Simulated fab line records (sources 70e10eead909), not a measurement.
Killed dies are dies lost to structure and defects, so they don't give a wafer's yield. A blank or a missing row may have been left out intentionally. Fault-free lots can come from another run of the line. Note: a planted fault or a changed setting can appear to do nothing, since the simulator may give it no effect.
A lot that was struck, set against a sound lot / flow nand harc / 41 steps out of a route of 1159
Sound: wafers L416.2, L416.5, L416.6. The struck wafers were L421.2, L421.3, L421.6. The cause comes at the end.
At each step with rows: each side's tool, then ch and its chambers, then its first start. Under that, the readings that differ: sound wafers / struck wafers / difference of the means / sigmas: that difference in standard deviations of wafers without a fault.
alike: a reading whose means differ by less than 2 such deviations, as well as words and numbers matching on both sides. not compared: withheld readings; readings where some wafer has no value; bounds like >300 that might hide an equal value; numbers whose values overlap and for which the record gives no deviation.
Wherever a step has rows on one side only, a row that says differs or no value, or a row with sigmas, the two part there. Non-overlapping numbers with no deviation appear without sigmas and do not part them. Lack of a reading on every wafer of one side parts them only where that side has two or more wafers.

first, 7 steps without rows for these wafers: NHARC_P_M2_COAT_34 (time 65 s); NHARC_P_M2_COAT_03 (resist thk 90 nm); NHARC_P_M2_SOFTBAKE_04 (time 55 s); NHARC_P_M2_EBR_05; NHARC_P_M2_EXPOSE_06 (exposes mask P M2, target cd 170 nm); NHARC_P_M2_PEB_07 (peb time 65 s); NHARC_P_M2_DEVELOP_08 (develop time 35 s).
NHARC_P_M2_CD_MEAS_09 targets a cd of 170 nm.
  sound on cd sem-01 ch 0, day 6 22:29; struck on cd sem-02 ch 0, day 8 04:42
  alike: cd nm
NHARC_P_M2_OVL_MEAS_10: pitch 340 nm.
  struck on overlay-01, day 8 04:47; sound on overlay-01, day 6 22:34
reading=overlay y nm (nm); sound=-1.8 -1.8 -1.8; struck=-0.1 0.0 0.0; difference=+1.8; sigmas=+2
  alike: overlay x nm
NHARC_P_M2_INSPECT_11:
  struck on defect inspect-02, day 8 04:49; sound on defect inspect-02, day 6 22:37
  alike: raw defect count
then, 2 steps without rows for these wafers: NHARC_P_M2_DESCUM_14 (chemistry O2, time 3 s); NHARC_P_M2_ETCH_35 (etches the open film in N2/H2, target depth 40 nm, overetch 12 nm, time 43.94 s).
NHARC_P_M2_ETCH_15: etches the open film in C4F8/Ar, target depth 182.5 nm, time 91.2 s.
  sound on rie diel-11 ch 1,2,3, day 6 22:52; struck on rie diel-04 ch 1,2, day 8 05:04
  alike: chamber pressure mTorr, oes product au, rf vpp V
  not compared: rf hours counter h
NHARC_P_M2_CD_MEAS_16:
  struck on cd sem-02, day 8 05:11; sound on cd sem-02, day 6 22:59
  alike: cd nm
then, 6 steps without rows for these wafers: NHARC_P_M2_STRIP_18 (strips in N2/H2); NHARC_P_M2_ETCH_28 (etches the open film in CF4/N2, target depth 30 nm, time 72.99 s); NHARC_P_M2_STRIP_19 (strips in post etch residue remover, time 600 s); NHARC_P_M2_DEGAS_29 (time 60 s); NHARC_P_M2_PRE_CLEAN_30 (time 30 s); NHARC_P_M2_PVD_20 (deposits TaN, target thk 5 nm, time 8.06 s).
NHARC_P_M2_PVD_21: deposits Cu, target thk 30 nm, time 20.49 s.
  sound on pvd sputter-02; struck on pvd sputter-02
  alike: substrate temp c, throttle valve pct
then, 2 steps without rows for these wafers: NHARC_P_M2_ECD_22 (material Cu, target thk 400 nm); NHARC_P_M2_ANNEAL_31 (time 90 s).
NHARC_P_M2_CMP_23: polishes, t overpolish 20 s, target thk 144.3 nm.
  sound on cmp-02 ch 1,2,3, day 7 00:55; struck on cmp-04 ch 0,3, day 8 06:59
  alike: edge zone pressure frac, motor current A, time to endpoint s
  not compared: pad life wafers
NHARC_P_M2_THK_MEAS_24: measures by xrf.
  struck on film metro-01, day 8 07:18; sound on film metro-01, day 7 01:10
  alike: thk nm
after that, 1 step had no rows for these wafers: NHARC_P_M2_SRD_25.
NHARC_P_M2_PRE_CLEAN_32: time 12 s.
  sound on pecvd-03 ch 0,1, day 7 01:27; struck on pecvd-01 ch 0,2, day 8 07:32
  alike: heater power w
NHARC_P_M2_DEP_33: deposits SiCN, target thk 30 nm.
  sound on pecvd-03 ch 0,1, day 7 01:32; struck on pecvd-01 ch 0,2, day 8 07:37
  alike: heater power w
NHARC_P_BONDPAD_DEP_00: deposits SiCN, target thk 250 nm.
  sound on pecvd-02 ch 1,2, day 7 01:59; struck on pecvd-02 ch 1,2, day 8 08:01
  alike: heater power w
then, 1 step without rows for these wafers: NHARC_P_BONDPAD_CMP_32 (polishes SiCN, target thk 200 nm).
NHARC_P_BONDPAD_THK_MEAS_33: measures by ellipsometry.
  struck on film metro-02, day 8 08:41; sound on film metro-02, day 7 02:36
  alike: thk nm
then, 9 steps without rows for these wafers: NHARC_P_BONDPAD_SRD_34; NHARC_P_BONDPAD_DEHYDRATE_01 (time 120 s); NHARC_P_BONDPAD_HMDS_02 (time 30 s); NHARC_P_BONDPAD_COAT_36 (time 65 s); NHARC_P_BONDPAD_COAT_03 (resist thk 600 nm); NHARC_P_BONDPAD_SOFTBAKE_04 (time 70 s); NHARC_P_BONDPAD_EBR_05; NHARC_P_BONDPAD_EXPOSE_06 (exposes mask P BPAD); NHARC_P_BONDPAD_PEB_07 (peb time 80 s).
-- the record jumps here: 13 days lie between the struck wafers' starts before and after (it left off in module P_BONDPAD and takes up again in module END, whose first step shown is number 1159 of the route) --
NHARC_END_SORT_01:
  sound on prober-02 ch 0, day 19 15:42; struck on prober-01 ch 0, day 21 07:58
reading=defect limited yield (%); sound=95.4 94.7 95.4; struck=86.4 87.1 84.2; difference=-9.3; sigmas=-5
reading=killed at periphery; sound=3 5 3; struck=65 56 65; difference=+58; sigmas=+25
reading=killed dies; sound=31 36 31; struck=92 87 107; difference=+63; sigmas=+5
reading=sort_bin_2_pct (%); sound=1.8 1.8 0.7; struck=4.0 3.7 6.1; difference=+3.2; sigmas=+4
reading=sort_bin_3_pct (%); sound=0.30 0.30 0.30; struck=4.73 3.10 4.28; difference=+3.74; sigmas=+17
reading=sort_bin_4_pct (%); sound=2.5 3.2 3.5; struck=4.9 6.1 5.5; difference=+2.4; sigmas=+2
reading=sort n pass; sound=646 641 646; struck=585 590 570; difference=-63; sigmas=-5
reading=sort rim yield pct (%); sound=95.3 98.1 99.1; struck=84.0 89.6 83.0; difference=-12.0; sigmas=-4
reading=sort yield pct (%); sound=95.4 94.7 95.4; struck=86.4 87.1 84.2; difference=-9.3; sigmas=-5
  alike: killed at array, killed at other, killed open, killed short

WHERE THEY PART
First at NHARC_P_M2_OVL_MEAS_10; last, within this record, at NHARC_END_SORT_01.

WHY: whatever the simulator had introduced
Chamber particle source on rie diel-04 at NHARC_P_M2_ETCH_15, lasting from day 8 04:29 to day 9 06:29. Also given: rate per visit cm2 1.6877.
